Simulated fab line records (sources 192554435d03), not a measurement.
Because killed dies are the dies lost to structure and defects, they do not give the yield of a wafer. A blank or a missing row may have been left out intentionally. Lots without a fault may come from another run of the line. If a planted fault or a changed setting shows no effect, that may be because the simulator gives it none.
What tool caused it? / flow n5_finfet / 72 wafers from 24 lots sampled at 6 of the route's 1938 steps

== WHAT EACH GAUGE READ, for each wafer ==
N5_BEOL_M15_OVL_MEAS_11.
lot=L074; measured=day 11 03:47; on=overlay-01; V14_OVL (nm)=-2 -2 1
lot=L076; measured=day 11 12:19; on=overlay-01; V14_OVL (nm)=1 -3 -4
lot=L075; measured=day 11 15:36; on=overlay-02; V14_OVL (nm)=-4 -9 -9
lot=L078; measured=day 12 06:58; on=overlay-02; V14_OVL (nm)=3 3 6
lot=L077; measured=day 12 13:35; on=overlay-02; V14_OVL (nm)=-5 -2 -6
lot=L079; measured=day 13 00:49; on=overlay-02; V14_OVL (nm)=4 5 7
lot=L080; measured=day 13 13:39; on=overlay-02; V14_OVL (nm)=0 -2 6
lot=L083; measured=day 13 13:59; on=overlay-02; V14_OVL (nm)=1 6 1
lot=L082; measured=day 13 14:55; on=overlay-02; V14_OVL (nm)=-6 -8 -4
lot=L081; measured=day 13 16:40; on=overlay-01; V14_OVL (nm)=12 2 6
lot=L085; measured=day 14 01:58; on=overlay-01; V14_OVL (nm)=-3 -7 -7
lot=L084; measured=day 14 03:29; on=overlay-01; V14_OVL (nm)=-8 -5 -7
lot=L086; measured=day 14 22:40; on=overlay-02; V14_OVL (nm)=-3 -12 -4
lot=L088; measured=day 14 22:56; on=overlay-01; V14_OVL (nm)=1 -2 4
lot=L087; measured=day 15 04:11; on=overlay-02; V14_OVL (nm)=-6 -5 -6
lot=L090; measured=day 15 10:07; on=overlay-02; V14_OVL (nm)=-5 -9 -6
lot=L092; measured=day 15 12:35; on=overlay-02; V14_OVL (nm)=-9 3 -11
lot=L089; measured=day 15 15:36; on=overlay-02; V14_OVL (nm)=-9 -8 -5
lot=L091; measured=day 15 16:44; on=overlay-02; V14_OVL (nm)=3 1 -10
lot=L093; measured=day 16 07:38; on=overlay-02; V14_OVL (nm)=-4 6 -2
lot=L095; measured=day 16 10:18; on=overlay-02; V14_OVL (nm)=0 0 -1
lot=L094; measured=day 16 10:30; on=overlay-01; V14_OVL (nm)=3 -4 9
lot=L097; measured=day 16 23:13; on=overlay-01; V14_OVL (nm)=-1 -11 1
lot=L096; measured=day 17 03:30; on=overlay-02; V14_OVL (nm)=4 -5 11

N5_BEOL_M15_INSPECT_12: inspects for defects (macro).
lot=L074; measured=day 11 03:49; on=defect_inspect-01; raw_defect_count=2 2 2
lot=L076; measured=day 11 12:20; on=defect_inspect-01; raw_defect_count=4 5 2
lot=L075; measured=day 11 15:38; on=defect_inspect-01; raw_defect_count=1 1 2
lot=L078; measured=day 12 06:59; on=defect_inspect-02; raw_defect_count=0 1 5
lot=L077; measured=day 12 13:36; on=defect_inspect-01; raw_defect_count=1 1 0
lot=L079; measured=day 13 00:50; on=defect_inspect-01; raw_defect_count=3 4 3
lot=L080; measured=day 13 13:40; on=defect_inspect-01; raw_defect_count=3 2 1
lot=L083; measured=day 13 14:00; on=defect_inspect-01; raw_defect_count=0 3 2
lot=L082; measured=day 13 14:56; on=defect_inspect-02; raw_defect_count=1 3 1
lot=L081; measured=day 13 16:41; on=defect_inspect-02; raw_defect_count=2 1 4
lot=L085; measured=day 14 01:59; on=defect_inspect-01; raw_defect_count=4 0 1
lot=L084; measured=day 14 03:31; on=defect_inspect-02; raw_defect_count=1 0 3
lot=L086; measured=day 14 22:41; on=defect_inspect-02; raw_defect_count=3 2 2
lot=L088; measured=day 14 22:58; on=defect_inspect-02; raw_defect_count=0 3 2
lot=L087; measured=day 15 04:13; on=defect_inspect-02; raw_defect_count=0 1 4
lot=L090; measured=day 15 10:08; on=defect_inspect-01; raw_defect_count=4 1 4
lot=L092; measured=day 15 12:37; on=defect_inspect-01; raw_defect_count=1 1 2
lot=L089; measured=day 15 15:38; on=defect_inspect-02; raw_defect_count=1 2 1
lot=L091; measured=day 15 16:45; on=defect_inspect-02; raw_defect_count=2 0 4
lot=L093; measured=day 16 07:40; on=defect_inspect-01; raw_defect_count=1 2 1
lot=L095; measured=day 16 10:19; on=defect_inspect-02; raw_defect_count=2 3 3
lot=L094; measured=day 16 10:31; on=defect_inspect-01; raw_defect_count=0 3 1
lot=L097; measured=day 16 23:14; on=defect_inspect-01; raw_defect_count=3 2 1
lot=L096; measured=day 17 03:31; on=defect_inspect-02; raw_defect_count=2 1 1

N5_BEOL_M15_CD_MEAS_28: the cd target is 407.6 nm.
lot=L074; measured=day 11 05:17; on=cd_sem-02; cd_nm (nm)=403.0 402.9 408.1
lot=L076; measured=day 11 14:03; on=cd_sem-02; cd_nm (nm)=405.9 411.4 407.0
lot=L075; measured=day 11 17:10; on=cd_sem-03; cd_nm (nm)=410.7 410.6 410.2
lot=L078; measured=day 12 08:31; on=cd_sem-01; cd_nm (nm)=405.7 406.1 404.2
lot=L077; measured=day 12 15:04; on=cd_sem-03; cd_nm (nm)=406.0 406.9 408.5
lot=L079; measured=day 13 02:29; on=cd_sem-02; cd_nm (nm)=407.9 407.8 411.5
lot=L080; measured=day 13 15:06; on=cd_sem-02; cd_nm (nm)=409.0 409.9 409.3
lot=L083; measured=day 13 15:37; on=cd_sem-03; cd_nm (nm)=408.5 407.4 408.1
lot=L082; measured=day 13 16:37; on=cd_sem-03; cd_nm (nm)=404.6 404.3 406.4
lot=L081; measured=day 13 18:48; on=cd_sem-03; cd_nm (nm)=405.3 406.4 406.0
lot=L085; measured=day 14 03:31; on=cd_sem-01; cd_nm (nm)=406.2 411.0 409.0
lot=L084; measured=day 14 04:55; on=cd_sem-02; cd_nm (nm)=408.0 409.2 407.9
lot=L086; measured=day 15 00:26; on=cd_sem-01; cd_nm (nm)=409.3 411.7 411.4
lot=L088; measured=day 15 00:47; on=cd_sem-03; cd_nm (nm)=410.0 408.6 412.5
lot=L087; measured=day 15 05:47; on=cd_sem-02; cd_nm (nm)=406.7 406.3 409.6
lot=L090; measured=day 15 12:05; on=cd_sem-01; cd_nm (nm)=407.6 406.4 409.4
lot=L092; measured=day 15 14:13; on=cd_sem-01; cd_nm (nm)=409.7 408.7 406.6
lot=L089; measured=day 15 17:10; on=cd_sem-01; cd_nm (nm)=408.3 404.8 409.1
lot=L091; measured=day 15 18:38; on=cd_sem-01; cd_nm (nm)=407.1 406.9 405.5
lot=L093; measured=day 16 09:12; on=cd_sem-02; cd_nm (nm)=404.5 407.0 404.8
lot=L095; measured=day 16 12:10; on=cd_sem-01; cd_nm (nm)=404.3 407.4 405.4
lot=L094; measured=day 16 12:20; on=cd_sem-02; cd_nm (nm)=405.9 409.2 408.2
lot=L097; measured=day 17 00:57; on=cd_sem-01; cd_nm (nm)=408.8 409.7 408.2
lot=L096; measured=day 17 05:22; on=cd_sem-02; cd_nm (nm)=412.4 409.4 413.5

== TOOL THAT RAN EACH LOT (tool first, then ch and the chambers of the sampled wafers, then the start) ==
lot=L074; N5_BEOL_M14_CMP_49=cmp-02 ch 0,1,3, day 11 02:43; N5_BEOL_M14_DEP_53=pecvd-02 ch 0,1,2, day 11 03:04; N5_BEOL_M15_DESCUM_15=rie_diel-03 ch 0,1,2, day 11 03:50
lot=L076; N5_BEOL_M14_CMP_49=cmp-03 ch 0,1,2, day 11 11:12; N5_BEOL_M14_DEP_53=pecvd-01 ch 1,2, day 11 11:29; N5_BEOL_M15_DESCUM_15=rie_diel-02 ch 0,1,2, day 11 12:30
lot=L075; N5_BEOL_M14_CMP_49=cmp-03 ch 0,1,3, day 11 14:39; N5_BEOL_M14_DEP_53=pecvd-04 ch 1,2, day 11 14:53; N5_BEOL_M15_DESCUM_15=rie_diel-02 ch 0,1, day 11 15:40
lot=L078; N5_BEOL_M14_CMP_49=cmp-01 ch 1,2, day 12 05:46; N5_BEOL_M14_DEP_53=pecvd-04 ch 0,2, day 12 06:08; N5_BEOL_M15_DESCUM_15=rie_diel-05 ch 1,2, day 12 07:01
lot=L077; N5_BEOL_M14_CMP_49=cmp-02 ch 1,2, day 12 12:25; N5_BEOL_M14_DEP_53=pecvd-04 ch 0,1,2, day 12 12:44; N5_BEOL_M15_DESCUM_15=rie_diel-05 ch 1,3, day 12 13:38
lot=L079; N5_BEOL_M14_CMP_49=cmp-01 ch 0,1,2, day 12 23:35; N5_BEOL_M14_DEP_53=pecvd-04 ch 0,2, day 12 23:57; N5_BEOL_M15_DESCUM_15=rie_diel-02 ch 0,3, day 13 00:52
lot=L080; N5_BEOL_M14_CMP_49=cmp-03 ch 0,1, day 13 12:34; N5_BEOL_M14_DEP_53=pecvd-04 ch 0,1,2, day 13 12:57; N5_BEOL_M15_DESCUM_15=rie_diel-03 ch 0,3, day 13 13:42
lot=L083; N5_BEOL_M14_CMP_49=cmp-03 ch 1,2, day 13 12:56; N5_BEOL_M14_DEP_53=pecvd-01 ch 1,2, day 13 13:16; N5_BEOL_M15_DESCUM_15=rie_diel-03 ch 0,1,2, day 13 14:07
lot=L082; N5_BEOL_M14_CMP_49=cmp-02 ch 0,1,2, day 13 13:47; N5_BEOL_M14_DEP_53=pecvd-01 ch 1,2, day 13 14:04; N5_BEOL_M15_DESCUM_15=rie_diel-03 ch 0,1,2, day 13 15:11
lot=L081; N5_BEOL_M14_CMP_49=cmp-02 ch 0,2,3, day 13 15:33; N5_BEOL_M14_DEP_53=pecvd-02 ch 1,2, day 13 15:50; N5_BEOL_M15_DESCUM_15=rie_diel-05 ch 1,2, day 13 17:25
lot=L085; N5_BEOL_M14_CMP_49=cmp-01 ch 0,2,3, day 14 00:45; N5_BEOL_M14_DEP_53=pecvd-02 ch 1,2, day 14 01:07; N5_BEOL_M15_DESCUM_15=rie_diel-05 ch 1,2, day 14 02:01
lot=L084; N5_BEOL_M14_CMP_49=cmp-01 ch 0,3, day 14 02:28; N5_BEOL_M14_DEP_53=pecvd-02 ch 0,2, day 14 02:47; N5_BEOL_M15_DESCUM_15=rie_diel-03 ch 0,3, day 14 03:33
lot=L086; N5_BEOL_M14_CMP_49=cmp-02 ch 0,2,3, day 14 21:33; N5_BEOL_M14_DEP_53=pecvd-01 ch 1,2, day 14 21:50; N5_BEOL_M15_DESCUM_15=rie_diel-05 ch 0,2,3, day 14 22:55
lot=L088; N5_BEOL_M14_CMP_49=cmp-03 ch 2,3, day 14 21:44; N5_BEOL_M14_DEP_53=pecvd-01 ch 0,1, day 14 22:06; N5_BEOL_M15_DESCUM_15=rie_diel-02 ch 0,1,3, day 14 23:16
lot=L087; N5_BEOL_M14_CMP_49=cmp-02 ch 0,1, day 15 03:07; N5_BEOL_M14_DEP_53=pecvd-01 ch 1,2, day 15 03:29; N5_BEOL_M15_DESCUM_15=rie_diel-02 ch 1,2, day 15 04:15
lot=L090; N5_BEOL_M14_CMP_49=cmp-01 ch 0,2,3, day 15 09:07; N5_BEOL_M14_DEP_53=pecvd-01 ch 0,2, day 15 09:23; N5_BEOL_M15_DESCUM_15=rie_diel-05 ch 1,2, day 15 10:41
lot=L092; N5_BEOL_M14_CMP_49=cmp-02 ch 0,1,2, day 15 11:36; N5_BEOL_M14_DEP_53=pecvd-04 ch 0,1,2, day 15 11:53; N5_BEOL_M15_DESCUM_15=rie_diel-02 ch 1,3, day 15 12:39
lot=L089; N5_BEOL_M14_CMP_49=cmp-03 ch 0,2,3, day 15 14:37; N5_BEOL_M14_DEP_53=pecvd-04 ch 0,1, day 15 14:53; N5_BEOL_M15_DESCUM_15=rie_diel-02 ch 0,2,3, day 15 15:40
lot=L091; N5_BEOL_M14_CMP_49=cmp-03 ch 0,2, day 15 15:31; N5_BEOL_M14_DEP_53=pecvd-02 ch 0,1, day 15 15:53; N5_BEOL_M15_DESCUM_15=rie_diel-02 ch 1,2, day 15 17:08
lot=L093; N5_BEOL_M14_CMP_49=cmp-01 ch 0,1,3, day 16 06:31; N5_BEOL_M14_DEP_53=pecvd-01 ch 1,2, day 16 06:48; N5_BEOL_M15_DESCUM_15=rie_diel-02 ch 0,1,3, day 16 07:42
lot=L095; N5_BEOL_M14_CMP_49=cmp-02 ch 2,3, day 16 09:06; N5_BEOL_M14_DEP_53=pecvd-01 ch 0,1, day 16 09:28; N5_BEOL_M15_DESCUM_15=rie_diel-03 ch 0,2,3, day 16 10:47
lot=L094; N5_BEOL_M14_CMP_49=cmp-01 ch 0,2,3, day 16 09:20; N5_BEOL_M14_DEP_53=pecvd-02 ch 0,1,2, day 16 09:40; N5_BEOL_M15_DESCUM_15=rie_diel-02 ch 1,2, day 16 10:48
lot=L097; N5_BEOL_M14_CMP_49=cmp-03 ch 1,2,3, day 16 22:04; N5_BEOL_M14_DEP_53=pecvd-02 ch 0,1, day 16 22:23; N5_BEOL_M15_DESCUM_15=rie_diel-02 ch 1,3, day 16 23:17
lot=L096; N5_BEOL_M14_CMP_49=cmp-02 ch 1,2,3, day 17 02:17; N5_BEOL_M14_DEP_53=pecvd-04 ch 0,2, day 17 02:40; N5_BEOL_M15_DESCUM_15=rie_diel-05 ch 0,1,3, day 17 03:50
- N5_BEOL_M14_CMP_49: polishes, stops on SiO2, t overpolish 5.2 s, target thk 560 nm.
- N5_BEOL_M14_DEP_53: deposits SiCN from 3MS/NH3, target thk 50 nm, time 17.8 s.
- N5_BEOL_M15_DESCUM_15: chemistry O2, time 7.9 s.

== AS READ BY THE TOOLS THEMSELVES (means over the sampled wafers that have a number; for cases with no such wafer, the mark the record gives instead) ==
N5_BEOL_M14_CMP_49.
lot=L074; tool=cmp-02; barrier_field_endpoint_s (s)=11.8; motor_current_A (A)=8.4; overpolish_run_s (s)=5.201; time_to_endpoint_s (s)=129
lot=L076; tool=cmp-03; barrier_field_endpoint_s (s)=11.5; motor_current_A (A)=7.9; overpolish_run_s (s)=5.195; time_to_endpoint_s (s)=123
lot=L075; tool=cmp-03; barrier_field_endpoint_s (s)=11.8; motor_current_A (A)=8.5; overpolish_run_s (s)=5.205; time_to_endpoint_s (s)=126
lot=L078; tool=cmp-01; barrier_field_endpoint_s (s)=11.2; motor_current_A (A)=8.2; overpolish_run_s (s)=5.194; time_to_endpoint_s (s)=122
lot=L077; tool=cmp-02; barrier_field_endpoint_s (s)=12.3; motor_current_A (A)=8.4; overpolish_run_s (s)=5.194; time_to_endpoint_s (s)=135
lot=L079; tool=cmp-01; barrier_field_endpoint_s (s)=11.0; motor_current_A (A)=8.2; overpolish_run_s (s)=5.210; time_to_endpoint_s (s)=116
lot=L080; tool=cmp-03; barrier_field_endpoint_s (s)=11.3; motor_current_A (A)=8.4; overpolish_run_s (s)=5.191; time_to_endpoint_s (s)=121
lot=L083; tool=cmp-03; barrier_field_endpoint_s (s)=11.3; motor_current_A (A)=7.9; overpolish_run_s (s)=5.206; time_to_endpoint_s (s)=123
lot=L082; tool=cmp-02; barrier_field_endpoint_s (s)=12.1; motor_current_A (A)=8.7; overpolish_run_s (s)=5.204; time_to_endpoint_s (s)=134
lot=L081; tool=cmp-02; barrier_field_endpoint_s (s)=11.9; motor_current_A (A)=8.9; overpolish_run_s (s)=5.200; time_to_endpoint_s (s)=132
lot=L085; tool=cmp-01; barrier_field_endpoint_s (s)=11.3; motor_current_A (A)=8.0; overpolish_run_s (s)=5.205; time_to_endpoint_s (s)=117
lot=L084; tool=cmp-01; barrier_field_endpoint_s (s)=11.5; motor_current_A (A)=8.1; overpolish_run_s (s)=5.192; time_to_endpoint_s (s)=123
lot=L086; tool=cmp-02; barrier_field_endpoint_s (s)=11.9; motor_current_A (A)=8.8; overpolish_run_s (s)=5.194; time_to_endpoint_s (s)=125
lot=L088; tool=cmp-03; barrier_field_endpoint_s (s)=11.4; motor_current_A (A)=8.5; overpolish_run_s (s)=5.201; time_to_endpoint_s (s)=125
lot=L087; tool=cmp-02; barrier_field_endpoint_s (s)=11.6; motor_current_A (A)=8.7; overpolish_run_s (s)=5.196; time_to_endpoint_s (s)=124
lot=L090; tool=cmp-01; barrier_field_endpoint_s (s)=11.8; motor_current_A (A)=8.0; overpolish_run_s (s)=5.198; time_to_endpoint_s (s)=127
lot=L092; tool=cmp-02; barrier_field_endpoint_s (s)=11.6; motor_current_A (A)=8.7; overpolish_run_s (s)=5.192; time_to_endpoint_s (s)=128
lot=L089; tool=cmp-03; barrier_field_endpoint_s (s)=11.5; motor_current_A (A)=8.5; overpolish_run_s (s)=5.198; time_to_endpoint_s (s)=126
lot=L091; tool=cmp-03; barrier_field_endpoint_s (s)=11.6; motor_current_A (A)=8.4; overpolish_run_s (s)=5.203; time_to_endpoint_s (s)=124
lot=L093; tool=cmp-01; barrier_field_endpoint_s (s)=11.2; motor_current_A (A)=7.8; overpolish_run_s (s)=5.201; time_to_endpoint_s (s)=119
lot=L095; tool=cmp-02; barrier_field_endpoint_s (s)=11.9; motor_current_A (A)=8.5; overpolish_run_s (s)=5.196; time_to_endpoint_s (s)=131
lot=L094; tool=cmp-01; barrier_field_endpoint_s (s)=11.0; motor_current_A (A)=8.2; overpolish_run_s (s)=5.189; time_to_endpoint_s (s)=114
lot=L097; tool=cmp-03; barrier_field_endpoint_s (s)=11.4; motor_current_A (A)=7.9; overpolish_run_s (s)=5.208; time_to_endpoint_s (s)=123
lot=L096; tool=cmp-02; barrier_field_endpoint_s (s)=12.0; motor_current_A (A)=8.4; overpolish_run_s (s)=5.198; time_to_endpoint_s (s)=132

N5_BEOL_M14_DEP_53.
lot=L074; tool=pecvd-02; showerhead_plenum_p_Torr (Torr)=4.16; throttle_valve_pct (%)=18.1
lot=L076; tool=pecvd-01; showerhead_plenum_p_Torr (Torr)=4.11; throttle_valve_pct (%)=17.0
lot=L075; tool=pecvd-04; showerhead_plenum_p_Torr (Torr)=4.16; throttle_valve_pct (%)=18.9
lot=L078; tool=pecvd-04; showerhead_plenum_p_Torr (Torr)=4.15; throttle_valve_pct (%)=19.1
lot=L077; tool=pecvd-04; showerhead_plenum_p_Torr (Torr)=4.15; throttle_valve_pct (%)=18.3
lot=L079; tool=pecvd-04; showerhead_plenum_p_Torr (Torr)=4.15; throttle_valve_pct (%)=19.2
lot=L080; tool=pecvd-04; showerhead_plenum_p_Torr (Torr)=4.16; throttle_valve_pct (%)=18.7
lot=L083; tool=pecvd-01; showerhead_plenum_p_Torr (Torr)=4.11; throttle_valve_pct (%)=17.2
lot=L082; tool=pecvd-01; showerhead_plenum_p_Torr (Torr)=4.11; throttle_valve_pct (%)=16.9
lot=L081; tool=pecvd-02; showerhead_plenum_p_Torr (Torr)=4.15; throttle_valve_pct (%)=18.2
lot=L085; tool=pecvd-02; showerhead_plenum_p_Torr (Torr)=4.15; throttle_valve_pct (%)=18.1
lot=L084; tool=pecvd-02; showerhead_plenum_p_Torr (Torr)=4.16; throttle_valve_pct (%)=17.4
lot=L086; tool=pecvd-01; showerhead_plenum_p_Torr (Torr)=4.10; throttle_valve_pct (%)=17.0
lot=L088; tool=pecvd-01; showerhead_plenum_p_Torr (Torr)=4.18; throttle_valve_pct (%)=17.9
lot=L087; tool=pecvd-01; showerhead_plenum_p_Torr (Torr)=4.11; throttle_valve_pct (%)=17.0
lot=L090; tool=pecvd-01; showerhead_plenum_p_Torr (Torr)=4.13; throttle_valve_pct (%)=17.2
lot=L092; tool=pecvd-04; showerhead_plenum_p_Torr (Torr)=4.17; throttle_valve_pct (%)=18.7
lot=L089; tool=pecvd-04; showerhead_plenum_p_Torr (Torr)=4.16; throttle_valve_pct (%)=18.1
lot=L091; tool=pecvd-02; showerhead_plenum_p_Torr (Torr)=4.16; throttle_valve_pct (%)=19.0
lot=L093; tool=pecvd-01; showerhead_plenum_p_Torr (Torr)=4.11; throttle_valve_pct (%)=17.0
lot=L095; tool=pecvd-01; showerhead_plenum_p_Torr (Torr)=4.18; throttle_valve_pct (%)=17.9
lot=L094; tool=pecvd-02; showerhead_plenum_p_Torr (Torr)=4.15; throttle_valve_pct (%)=18.3
lot=L097; tool=pecvd-02; showerhead_plenum_p_Torr (Torr)=4.15; throttle_valve_pct (%)=19.1
lot=L096; tool=pecvd-04; showerhead_plenum_p_Torr (Torr)=4.15; throttle_valve_pct (%)=18.9

N5_BEOL_M15_DESCUM_15.
lot=L074; tool=rie_diel-03; drypump_motor_current_A (A)=5.3; oes_product_au (a.u.)=0.79; rf_vpp_V (V)=243.8; showerhead_plenum_p_Torr (Torr)=2.11; throttle_valve_pct (%)=20.44
lot=L076; tool=rie_diel-02; drypump_motor_current_A (A)=5.8; oes_product_au (a.u.)=0.77; rf_vpp_V (V)=241.9; showerhead_plenum_p_Torr (Torr)=2.06; throttle_valve_pct (%)=20.40
lot=L075; tool=rie_diel-02; drypump_motor_current_A (A)=5.5; oes_product_au (a.u.)=0.82; rf_vpp_V (V)=242.5; showerhead_plenum_p_Torr (Torr)=2.04; throttle_valve_pct (%)=20.18
lot=L078; tool=rie_diel-05; drypump_motor_current_A (A)=5.8; oes_product_au (a.u.)=0.76; rf_vpp_V (V)=243.5; showerhead_plenum_p_Torr (Torr)=2.12; throttle_valve_pct (%)=20.28
lot=L077; tool=rie_diel-05; drypump_motor_current_A (A)=6.2; oes_product_au (a.u.)=0.77; rf_vpp_V (V)=242.9; showerhead_plenum_p_Torr (Torr)=2.08; throttle_valve_pct (%)=20.60
lot=L079; tool=rie_diel-02; drypump_motor_current_A (A)=5.4; oes_product_au (a.u.)=0.80; rf_vpp_V (V)=242.6; showerhead_plenum_p_Torr (Torr)=2.07; throttle_valve_pct (%)=20.32
lot=L080; tool=rie_diel-03; drypump_motor_current_A (A)=6.2; oes_product_au (a.u.)=0.79; rf_vpp_V (V)=243.2; showerhead_plenum_p_Torr (Torr)=2.08; throttle_valve_pct (%)=20.40
lot=L083; tool=rie_diel-03; drypump_motor_current_A (A)=5.3; oes_product_au (a.u.)=0.87; rf_vpp_V (V)=242.9; showerhead_plenum_p_Torr (Torr)=2.11; throttle_valve_pct (%)=20.32
lot=L082; tool=rie_diel-03; drypump_motor_current_A (A)=5.2; oes_product_au (a.u.)=0.85; rf_vpp_V (V)=243.2; showerhead_plenum_p_Torr (Torr)=2.11; throttle_valve_pct (%)=20.33
lot=L081; tool=rie_diel-05; drypump_motor_current_A (A)=5.8; oes_product_au (a.u.)=0.75; rf_vpp_V (V)=243.2; showerhead_plenum_p_Torr (Torr)=2.12; throttle_valve_pct (%)=20.29
lot=L085; tool=rie_diel-05; drypump_motor_current_A (A)=5.7; oes_product_au (a.u.)=0.72; rf_vpp_V (V)=243.2; showerhead_plenum_p_Torr (Torr)=2.14; throttle_valve_pct (%)=20.29
lot=L084; tool=rie_diel-03; drypump_motor_current_A (A)=5.7; oes_product_au (a.u.)=0.79; rf_vpp_V (V)=242.1; showerhead_plenum_p_Torr (Torr)=2.06; throttle_valve_pct (%)=20.47
lot=L086; tool=rie_diel-05; drypump_motor_current_A (A)=6.0; oes_product_au (a.u.)=0.83; rf_vpp_V (V)=242.5; showerhead_plenum_p_Torr (Torr)=2.06; throttle_valve_pct (%)=20.36
lot=L088; tool=rie_diel-02; drypump_motor_current_A (A)=5.5; oes_product_au (a.u.)=0.76; rf_vpp_V (V)=241.6; showerhead_plenum_p_Torr (Torr)=2.05; throttle_valve_pct (%)=20.40
lot=L087; tool=rie_diel-02; drypump_motor_current_A (A)=5.9; oes_product_au (a.u.)=0.72; rf_vpp_V (V)=241.4; showerhead_plenum_p_Torr (Torr)=2.04; throttle_valve_pct (%)=20.51
lot=L090; tool=rie_diel-05; drypump_motor_current_A (A)=5.7; oes_product_au (a.u.)=0.71; rf_vpp_V (V)=243.2; showerhead_plenum_p_Torr (Torr)=2.13; throttle_valve_pct (%)=20.31
lot=L092; tool=rie_diel-02; drypump_motor_current_A (A)=5.6; oes_product_au (a.u.)=0.75; rf_vpp_V (V)=242.4; showerhead_plenum_p_Torr (Torr)=2.02; throttle_valve_pct (%)=20.46
lot=L089; tool=rie_diel-02; drypump_motor_current_A (A)=5.7; oes_product_au (a.u.)=0.73; rf_vpp_V (V)=242.4; showerhead_plenum_p_Torr (Torr)=2.07; throttle_valve_pct (%)=20.57
lot=L091; tool=rie_diel-02; drypump_motor_current_A (A)=6.2; oes_product_au (a.u.)=0.71; rf_vpp_V (V)=242.4; showerhead_plenum_p_Torr (Torr)=2.07; throttle_valve_pct (%)=20.68
lot=L093; tool=rie_diel-02; drypump_motor_current_A (A)=5.5; oes_product_au (a.u.)=0.75; rf_vpp_V (V)=242.8; showerhead_plenum_p_Torr (Torr)=2.04; throttle_valve_pct (%)=20.43
lot=L095; tool=rie_diel-03; drypump_motor_current_A (A)=5.9; oes_product_au (a.u.)=0.79; rf_vpp_V (V)=242.5; showerhead_plenum_p_Torr (Torr)=2.09; throttle_valve_pct (%)=20.38
lot=L094; tool=rie_diel-02; drypump_motor_current_A (A)=6.2; oes_product_au (a.u.)=0.69; rf_vpp_V (V)=242.1; showerhead_plenum_p_Torr (Torr)=2.07; throttle_valve_pct (%)=20.67
lot=L097; tool=rie_diel-02; drypump_motor_current_A (A)=5.5; oes_product_au (a.u.)=0.72; rf_vpp_V (V)=242.4; showerhead_plenum_p_Torr (Torr)=2.05; throttle_valve_pct (%)=20.61
lot=L096; tool=rie_diel-05; drypump_motor_current_A (A)=5.9; oes_product_au (a.u.)=0.78; rf_vpp_V (V)=243.2; showerhead_plenum_p_Torr (Torr)=2.06; throttle_valve_pct (%)=20.37

== THE ANSWER, worked out from the rows above alone ==
Rule: what is usual is taken from the lots themselves. The widest of any qualifying gaps counts: lots, ordered by their means at a reading, are off when they make up no more than a third of the lots, leave a main group of 4 or more, and stand apart from it by 3 or more times the standard deviation of that group's means. If all means in a main group match to the digits the tables above print for the reading, that group is not used. A lot without any number at a reading at which 4 lots or more have one is off too. Any other lot the step has rows for is counted as sound. First the gauges in route order, then the tools' own readings, where a lot's mean is used as printed above. At the first step where some lot is off, the reading lying furthest off is the one used; lots without a number count as furthest.
Nothing can be told from this: no lot is off at any reading shown.

== WHAT WAS PUT IN BY THE SIMULATOR ==
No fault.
